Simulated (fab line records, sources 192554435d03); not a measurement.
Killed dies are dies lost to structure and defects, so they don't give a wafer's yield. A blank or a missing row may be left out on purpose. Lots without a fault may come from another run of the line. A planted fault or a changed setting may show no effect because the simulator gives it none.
Which tool did it? | flow n5_finfet | 9 lots, 26 wafers sampled, at 1 step of a route of 1938

WHAT THE GAUGES READ, wafer by wafer
N5_BEOL_M2_INSPECT_59: inspects for defects (darkfield).
lot  | measured     | on                | raw_defect_count
L226 | day 8 02:51  | defect_inspect-01 | 60 91 60
L225 | day 8 03:13  | defect_inspect-01 | 83 54 96
L227 | day 8 23:01  | defect_inspect-02 | 47 45 38
L229 | day 9 06:46  | defect_inspect-01 | 45 62 75
L232 | day 9 11:27  | defect_inspect-01 | 78 64 58
L233 | day 10 08:05 | defect_inspect-02 | 65 59
L236 | day 10 21:12 | defect_inspect-02 | 40 104 76
L239 | day 11 05:22 | defect_inspect-02 | 55 62 49
L244 | day 12 22:59 | defect_inspect-01 | 53 43 42

WHICH TOOL RAN EACH LOT (tool, then ch and the chambers of the sampled wafers, then the start)
The record holds no process step before these readings.

THE ANSWER, worked out from the rows above alone
Rule: what is usual is taken from the lots themselves. Put in order of their means at a reading, lots are off if they are a third of the lots or fewer, leave a main group of 4 or more, and stand apart from it by a gap of 3 or more times the standard deviation of the main group's means; of several such gaps the widest counts. A main group whose means are all the same, to the digits that the tables above print for the reading, isn't used. A lot without any number at a reading at which 4 lots or more have one is off too. The other lots that the step has rows for count as sound.
No lot is off at any reading shown: from this, nothing can be told.

WHAT THE SIMULATOR HAD PUT IN
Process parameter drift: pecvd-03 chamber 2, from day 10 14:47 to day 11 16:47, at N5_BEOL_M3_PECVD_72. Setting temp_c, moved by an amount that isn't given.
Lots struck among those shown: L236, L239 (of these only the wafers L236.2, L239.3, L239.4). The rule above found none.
